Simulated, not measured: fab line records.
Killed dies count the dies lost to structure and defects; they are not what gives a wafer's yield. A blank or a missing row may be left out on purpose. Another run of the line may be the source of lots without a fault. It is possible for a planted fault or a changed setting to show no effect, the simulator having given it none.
Which tool was responsible?	flow n5-finfet	23 lots with 69 wafers sampled at 6 steps, on a route of 1938 steps

## WHAT THE GAUGES READ, wafer by wafer
N5_BEOL_M0_SAQP_CD_MEAS_25 targets a cd of 13.1 nm.
lot	measured	on	cd-nm (nm)
L074	day 5 17:22	cd-sem-02	12.64 12.84 12.69
L075	day 5 23:30	cd-sem-03	12.70 12.84 12.53
L076	day 5 23:30	cd-sem-01	12.81 13.19 12.95
L077	day 6 07:23	cd-sem-01	13.01 12.79 12.67
L078	day 6 15:03	cd-sem-02	12.69 12.71 12.96
L079	day 6 18:50	cd-sem-03	12.95 12.88 12.57
L080	day 6 23:01	cd-sem-03	12.99 12.81 12.65
L081	day 7 06:52	cd-sem-01	13.13 13.05 12.79
L083	day 7 19:00	cd-sem-03	12.71 12.96 12.92
L082	day 7 23:10	cd-sem-03	13.14 13.27 12.98
L084	day 8 02:19	cd-sem-03	12.86 12.80 12.94
L086	day 8 14:44	cd-sem-03	12.81 12.16 12.94
L087	day 8 23:19	cd-sem-02	13.12 12.76 12.89
L088	day 9 15:25	cd-sem-02	12.66 12.93 12.97
L089	day 9 10:29	cd-sem-03	12.66 12.38 12.80
L090	day 9 16:29	cd-sem-01	13.01 12.88 12.95
L091	day 10 01:43	cd-sem-01	12.68 12.62 12.71
L092	day 10 06:23	cd-sem-03	13.10 12.87 12.61
L093	day 10 09:33	cd-sem-01	12.74 13.18 13.07
L094	day 10 14:56	cd-sem-03	12.41 13.01 12.64
L095	day 11 00:15	cd-sem-03	12.34 13.00 12.89
L096	day 11 01:26	cd-sem-01	12.77 12.82 12.70
L097	day 11 07:05	cd-sem-03	12.98 12.67 12.66

## WHAT TOOL EACH LOT RAN ON (gives the tool, then ch and the chambers of the sampled wafers, and finally the start)
lot	N5_MOL_CONTACT_COAG_ETCH_105	N5_MOL_CONTACT_COAG_TI_SIL_19	N5_MOL_CONTACT_COAG_PRE_CLEAN_142	N5_MOL_CONTACT_COAG_ETCH_89	N5_MOL_CONTACT_COAG_STRIP_119
L074	rie-diel-05 ch 1,3, day 4 20:34	pvd-sputter-02, day 4 23:11	pvd-sputter-02, day 5 02:44	rie-diel-06 ch 0,1,2, day 5 07:26	plasma-asher-01 ch 1, day 5 08:29
L075	rie-diel-06 ch 0,2,3, day 5 02:01	pvd-sputter-01, day 5 02:52	pvd-sputter-02, day 5 08:24	rie-diel-05 ch 0,2,3, day 5 12:30	plasma-asher-01 ch 0,1, day 5 13:09
L076	rie-diel-02 ch 0,2,3, day 5 03:37	pvd-sputter-03, day 5 05:51	pvd-sputter-02, day 5 09:27	rie-diel-06 ch 0,1, day 5 13:27	plasma-asher-01 ch 0,1, day 5 14:05
L077	rie-diel-02 ch 0,1, day 5 10:33	pvd-sputter-01, day 5 11:22	pvd-sputter-03, day 5 17:35	rie-diel-06 ch 0,1, day 5 21:52	plasma-asher-02 ch 0,1, day 5 22:31
L078	rie-diel-06 ch 0,1,2, day 5 18:50	pvd-sputter-01, day 5 20:30	pvd-sputter-03, day 5 23:48	rie-diel-05 ch 0,1,2, day 6 05:11	plasma-asher-02 ch 1, day 6 06:21
L079	rie-diel-02 ch 0,1,2, day 5 21:29	pvd-sputter-03, day 5 22:27	pvd-sputter-03, day 6 01:35	rie-diel-05 ch 0,1,2, day 6 06:32	plasma-asher-02 ch 0,1, day 6 07:13
L080	rie-diel-05 ch 0,2,3, day 6 03:11	pvd-sputter-03, day 6 04:04	pvd-sputter-01, day 6 08:13	rie-diel-02 ch 1,2,3, day 6 12:43	plasma-asher-02 ch 0, day 6 13:20
L081	rie-diel-05 ch 0,1,3, day 6 09:09	pvd-sputter-02, day 6 10:14	pvd-sputter-03, day 6 15:05	rie-diel-05 ch 0,1, day 6 20:19	plasma-asher-01 ch 0,1, day 6 21:06
L083	rie-diel-02 ch 0,2,3, day 6 21:15	pvd-sputter-02, day 6 22:16	pvd-sputter-01, day 7 01:51	rie-diel-02 ch 0,1,2, day 7 06:57	plasma-asher-02 ch 0,1, day 7 07:50
L082	rie-diel-02 ch 0,1, day 6 22:46	pvd-sputter-02, day 6 23:47	pvd-sputter-03, day 7 03:58	rie-diel-06 ch 1,2, day 7 09:31	plasma-asher-02 ch 0,1, day 7 11:13
L084	rie-diel-06 ch 1,2, day 7 06:37	pvd-sputter-02, day 7 07:34	pvd-sputter-02, day 7 12:05	rie-diel-05 ch 0,2,3, day 7 16:55	plasma-asher-02 ch 0,1, day 7 17:33
L086	rie-diel-06 ch 0,1,2, day 7 16:35	pvd-sputter-03, day 7 19:16	pvd-sputter-02, day 7 23:49	rie-diel-02 ch 0,2,3, day 8 04:33	plasma-asher-01 ch 1, day 8 05:10
L087	rie-diel-05 ch 1,2, day 8 01:14	pvd-sputter-03, day 8 02:10	pvd-sputter-01, day 8 06:48	rie-diel-02 ch 1,2,3, day 8 11:23	plasma-asher-02 ch 0,1, day 8 12:34
L088	rie-diel-06 ch 0,1,2, day 8 11:09	pvd-sputter-03, day 8 12:10	pvd-sputter-03, day 8 20:05	rie-diel-05 ch 0,2,3, day 9 00:36	plasma-asher-01 ch 0,1, day 9 01:40
L089	rie-diel-06 ch 0,3, day 8 12:34	pvd-sputter-03, day 8 13:34	pvd-sputter-03, day 8 17:41	rie-diel-06 ch 0,2,3, day 8 22:37	plasma-asher-02 ch 0,1, day 8 23:42
L090	rie-diel-06 ch 1,3, day 8 18:25	pvd-sputter-01, day 8 19:58	pvd-sputter-03, day 8 23:23	rie-diel-05 ch 0,2,3, day 9 03:23	plasma-asher-02 ch 1, day 9 04:01
L091	rie-diel-06 ch 0,1,3, day 9 02:40	pvd-sputter-02, day 9 03:34	pvd-sputter-01, day 9 09:23	rie-diel-06 ch 0,1,2, day 9 13:21	plasma-asher-02 ch 0,1, day 9 14:07
L092	rie-diel-06 ch 0,1, day 9 05:37	pvd-sputter-01, day 9 09:33	pvd-sputter-02, day 9 16:03	rie-diel-05 ch 0,1,2, day 9 20:40	plasma-asher-01 ch 0,1, day 9 21:25
L093	rie-diel-05 ch 2,3, day 9 11:08	pvd-sputter-01, day 9 12:28	pvd-sputter-03, day 9 16:14	rie-diel-02 ch 0,3, day 9 21:22	plasma-asher-01 ch 0,1, day 9 22:01
L094	rie-diel-06 ch 0,1,3, day 9 16:50	pvd-sputter-01, day 9 19:07	pvd-sputter-02, day 9 23:33	rie-diel-02 ch 0,2,3, day 10 03:42	plasma-asher-02 ch 1, day 10 04:29
L095	rie-diel-02 ch 0,1,2, day 10 05:14	pvd-sputter-02, day 10 06:25	pvd-sputter-03, day 10 09:01	rie-diel-02 ch 1,2,3, day 10 13:34	plasma-asher-02 ch 0,1, day 10 14:11
L096	rie-diel-06 ch 0,2,3, day 10 06:36	pvd-sputter-02, day 10 07:24	pvd-sputter-03, day 10 11:49	rie-diel-06 ch 0,1,2, day 10 15:54	plasma-asher-02 ch 0,1, day 10 16:32
L097	rie-diel-02 ch 2,3, day 10 13:44	pvd-sputter-03, day 10 14:31	pvd-sputter-03, day 10 17:07	rie-diel-06 ch 2,3, day 10 21:11	plasma-asher-01 ch 0,1, day 10 21:49
- N5_MOL_CONTACT_COAG_ETCH_105: etches SiARC in CF4, target depth 15.6 nm, time 26 s.
- N5_MOL_CONTACT_COAG_TI_SIL_19: material Ti, target thk 4.2 nm, time 15 s.
- N5_MOL_CONTACT_COAG_PRE_CLEAN_142: time 60 s.
- N5_MOL_CONTACT_COAG_ETCH_89: etches underlayer in N2/H2, target depth 13 nm, time 10.4 s.
- N5_MOL_CONTACT_COAG_STRIP_119: strips in N2/H2, time 30 s.

## AS READ BY THE TOOLS THEMSELVES (means over the sampled wafers that have a number; for cases with no such wafer, the mark the record gives instead)
N5_MOL_CONTACT_COAG_ETCH_105.
lot	tool	bias-w (W)	chamber-pressure-mTorr (mTorr)	drypump-motor-current-A (A)	etch-rf-on-time-s (s)	oes-product-au (a.u.)	rf-vpp-V (V)	showerhead-plenum-p-Torr (Torr)	throttle-valve-pct (%)
L074	rie-diel-05	36.05	40.01	5.8	26.8	0.73	183.4	2.12	15.30
L075	rie-diel-06	36.06	40.02	5.2	26.8	0.61	184.2	2.10	15.70
L076	rie-diel-02	35.92	40.01	5.8	26.1	0.67	184.3	2.15	15.63
L077	rie-diel-02	35.99	39.99	6.4	25.5	0.73	184.7	2.23	15.40
L078	rie-diel-06	35.98	40.04	5.4	26.8	0.61	183.4	2.10	15.93
L079	rie-diel-02	36.06	39.98	6.2	26.1	0.70	184.5	2.19	15.49
L080	rie-diel-05	36.02	40.02	6.0	26.1	0.69	183.5	2.13	15.63
L081	rie-diel-05	36.03	40.00	6.1	26.2	0.71	183.4	2.14	15.40
L083	rie-diel-02	35.92	39.99	5.8	26.0	0.66	183.9	2.15	15.67
L082	rie-diel-02	36.12	40.06	6.4	25.9	0.70	185.0	2.23	15.42
L084	rie-diel-06	36.04	40.00	5.1	27.6	0.58	184.4	2.16	16.01
L086	rie-diel-06	35.89	40.02	5.4	27.0	0.59	183.3	2.10	15.96
L087	rie-diel-05	35.97	40.02	6.5	26.5	0.65	183.8	2.15	15.49
L088	rie-diel-06	35.98	39.97	5.4	27.0	0.58	184.0	2.09	15.98
L089	rie-diel-06	35.97	39.99	5.3	26.6	0.60	183.0	2.04	15.50
L090	rie-diel-06	35.94	39.97	5.2	26.8	0.60	182.3	2.05	15.54
L091	rie-diel-06	36.04	39.98	5.4	26.5	0.60	183.6	2.04	15.74
L092	rie-diel-06	36.00	40.00	5.7	26.6	0.58	181.5	2.03	15.93
L093	rie-diel-05	35.99	40.03	5.7	26.4	0.68	182.9	2.11	15.61
L094	rie-diel-06	35.98	39.97	5.4	26.4	0.60	182.6	2.04	15.76
L095	rie-diel-02	36.05	40.02	6.2	26.0	0.66	184.0	2.18	15.57
L096	rie-diel-06	36.03	39.99	5.2	26.7	0.59	183.0	2.09	15.78
L097	rie-diel-02	35.97	40.00	6.0	26.5	0.63	183.8	2.14	15.70

N5_MOL_CONTACT_COAG_TI_SIL_19.
lot	tool	throttle-valve-pct (%)
L074	pvd-sputter-02	29.9
L075	pvd-sputter-01	30.7
L076	pvd-sputter-03	29.8
L077	pvd-sputter-01	30.8
L078	pvd-sputter-01	30.3
L079	pvd-sputter-03	30.1
L080	pvd-sputter-03	30.4
L081	pvd-sputter-02	30.1
L083	pvd-sputter-02	30.0
L082	pvd-sputter-02	30.6
L084	pvd-sputter-02	29.5
L086	pvd-sputter-03	29.7
L087	pvd-sputter-03	29.1
L088	pvd-sputter-03	31.0
L089	pvd-sputter-03	30.1
L090	pvd-sputter-01	29.9
L091	pvd-sputter-02	30.4
L092	pvd-sputter-01	30.6
L093	pvd-sputter-01	30.4
L094	pvd-sputter-01	31.2
L095	pvd-sputter-02	30.0
L096	pvd-sputter-02	30.0
L097	pvd-sputter-03	29.7

N5_MOL_CONTACT_COAG_PRE_CLEAN_142.
lot	tool	heater-power-w (W)
L074	pvd-sputter-02	471
L075	pvd-sputter-02	481
L076	pvd-sputter-02	475
L077	pvd-sputter-03	461
L078	pvd-sputter-03	449
L079	pvd-sputter-03	462
L080	pvd-sputter-01	488
L081	pvd-sputter-03	453
L083	pvd-sputter-01	407
L082	pvd-sputter-03	471
L084	pvd-sputter-02	488
L086	pvd-sputter-02	471
L087	pvd-sputter-01	443
L088	pvd-sputter-03	453
L089	pvd-sputter-03	479
L090	pvd-sputter-03	463
L091	pvd-sputter-01	444
L092	pvd-sputter-02	491
L093	pvd-sputter-03	460
L094	pvd-sputter-02	478
L095	pvd-sputter-03	459
L096	pvd-sputter-03	450
L097	pvd-sputter-03	467

N5_MOL_CONTACT_COAG_ETCH_89.
lot	tool	bias-w (W)	chamber-pressure-mTorr (mTorr)	drypump-motor-current-A (A)	etch-rf-on-time-s (s)	h2-flow-sccm (sccm)	oes-product-au (a.u.)	rf-vpp-V (V)	showerhead-plenum-p-Torr (Torr)	throttle-valve-pct (%)
L074	rie-diel-06	150.2	30.018	5.4	10.72	199.0	0.61	523.2	2.49	18.2
L075	rie-diel-05	149.8	29.989	6.0	10.32	200.8	0.71	523.2	2.53	17.9
L076	rie-diel-06	149.7	30.009	5.7	10.58	199.8	0.61	521.2	2.42	18.1
L077	rie-diel-06	150.1	30.021	5.7	10.70	200.1	0.60	520.3	2.42	18.2
L078	rie-diel-05	150.3	29.987	6.5	10.54	200.7	0.67	524.9	2.56	17.8
L079	rie-diel-05	149.8	30.001	6.5	10.37	199.7	0.67	524.6	2.56	17.8
L080	rie-diel-02	150.1	29.987	6.2	10.41	200.3	0.68	524.7	2.59	17.7
L081	rie-diel-05	149.7	29.974	6.6	10.43	200.2	0.68	524.1	2.56	17.5
L083	rie-diel-02	150.3	30.018	6.2	10.54	199.7	0.68	525.7	2.60	17.7
L082	rie-diel-06	149.8	30.002	5.1	10.99	199.3	0.58	524.5	2.56	18.3
L084	rie-diel-05	149.6	29.992	6.0	10.35	199.7	0.69	523.5	2.53	17.9
L086	rie-diel-02	150.3	30.027	5.8	10.39	200.4	0.65	524.0	2.53	17.9
L087	rie-diel-02	149.8	29.973	6.2	10.38	199.8	0.67	526.1	2.58	17.7
L088	rie-diel-05	150.0	30.009	6.0	10.44	200.1	0.67	523.6	2.52	18.0
L089	rie-diel-06	149.8	30.012	5.2	10.76	199.8	0.59	522.4	2.49	18.0
L090	rie-diel-05	150.1	30.001	6.1	10.37	199.6	0.67	522.0	2.52	18.0
L091	rie-diel-06	149.5	29.979	5.4	10.69	200.7	0.59	522.1	2.48	18.3
L092	rie-diel-05	149.7	29.971	6.5	10.41	200.6	0.65	524.7	2.55	17.9
L093	rie-diel-02	149.5	29.978	5.7	10.20	200.5	0.64	523.3	2.52	17.8
L094	rie-diel-02	149.9	30.010	5.8	10.41	200.6	0.64	523.3	2.53	17.9
L095	rie-diel-02	150.0	29.999	6.2	10.43	200.3	0.64	525.6	2.57	17.8
L096	rie-diel-06	150.0	30.019	5.4	10.77	199.7	0.58	522.3	2.48	18.3
L097	rie-diel-06	149.7	29.999	5.0	10.76	199.9	0.59	522.9	2.49	17.8

N5_MOL_CONTACT_COAG_STRIP_119.
lot	tool	drypump-motor-current-A (A)	h2-flow-sccm (sccm)	heater-power-w (W)
L074	plasma-asher-01	5.91	3251	327
L075	plasma-asher-01	6.03	3253	336
L076	plasma-asher-01	5.96	3237	337
L077	plasma-asher-02	5.93	3254	258
L078	plasma-asher-02	5.77	3253	278
L079	plasma-asher-02	5.94	3241	257
L080	plasma-asher-02	6.02	3248	252
L081	plasma-asher-01	5.96	3237	329
L083	plasma-asher-02	5.85	3250	269
L082	plasma-asher-02	5.95	3243	261
L084	plasma-asher-02	5.93	3248	262
L086	plasma-asher-01	5.92	3249	331
L087	plasma-asher-02	5.86	3245	270
L088	plasma-asher-01	6.02	3254	335
L089	plasma-asher-02	5.87	3246	270
L090	plasma-asher-02	5.78	3246	283
L091	plasma-asher-02	5.94	3246	260
L092	plasma-asher-01	6.02	3240	341
L093	plasma-asher-01	5.96	3260	330
L094	plasma-asher-02	5.76	3242	279
L095	plasma-asher-02	5.87	3250	278
L096	plasma-asher-02	5.96	3248	261
L097	plasma-asher-01	5.95	3244	329

## THE ANSWER, worked out from the rows above alone
Rule: the usual values come from the lots themselves. Put in order of their means at a reading, lots are off if they are a third of the lots or fewer, leave a main group of 4 or more, and stand apart from it by a gap of 3 or more times the standard deviation of the main group's means; of several such gaps the widest counts. If all means in a main group match to the digits the tables above print for the reading, that group is not used. A lot without any number at a reading at which 4 lots or more have one is off too. All remaining lots with rows at the step are treated as sound. First the gauges in route order, then the tools' own readings, where a lot's mean is used as printed above. At the first step where some lot is off, the reading lying furthest off is the one used; lots without a number count as furthest.
None of the lots is off at any reading shown; this tells nothing.

## WHAT HAD BEEN PUT IN BY THE SIMULATOR
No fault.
